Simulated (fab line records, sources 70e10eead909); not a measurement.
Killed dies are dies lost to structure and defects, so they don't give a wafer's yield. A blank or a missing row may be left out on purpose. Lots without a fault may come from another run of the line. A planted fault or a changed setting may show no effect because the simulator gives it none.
Chamber matching | flow nand_harc | NHARC_A_M1_DESCUM_14 on rie_diel-09: 4 sister chambers
The step chemistry O2, time 3 s. 4 wafers are shown with their chamber, then 9 later ones without.

WAFERS WITH THEIR CHAMBER
wafer  | chamber | drypump_motor_current_A (A)
L085.2 | 3       | 6.0
L086.1 | 2       | 6.5
L086.5 | 0       | 5.7
L086.6 | 1       | 5.3

WAFERS WITHOUT THEIR CHAMBER
wafer  | drypump_motor_current_A (A)
L089.1 | 5.2
L089.3 | 5.6
L089.6 | 6.5
L092.2 | 5.2
L092.4 | 6.5
L092.5 | 6.0
L094.3 | 6.5
L094.4 | 5.2
L094.5 | 5.6

WHICH CHAMBER EACH WENT THROUGH
wafer  | from the rows above | in truth
L089.1 | 1                   | 1
L089.3 | 0                   | 0
L089.6 | 2                   | 2
L092.2 | 1                   | 1
L092.4 | 2                   | 2
L092.5 | 3                   | 3
L094.3 | 2                   | 2
L094.4 | 1                   | 1
L094.5 | 0                   | 0
Placed correctly: 9 of 9. Can't be placed from these rows: 0. Placed wrongly: 0.
How it was worked out, from the rows above alone: a wafer's distance from a chamber is the root of the sum, over the readings, of the square of ((its reading less the chamber's mean) divided by the reading's scatter). The wafer belongs to the nearest chamber; if the next one is less than 2 further off, it can't be placed. A chamber's mean is the mean of its shown wafers. The scatter: with one shown wafer a chamber, the root of the mean of the squares of how far each hidden wafer lies from its nearest shown one.
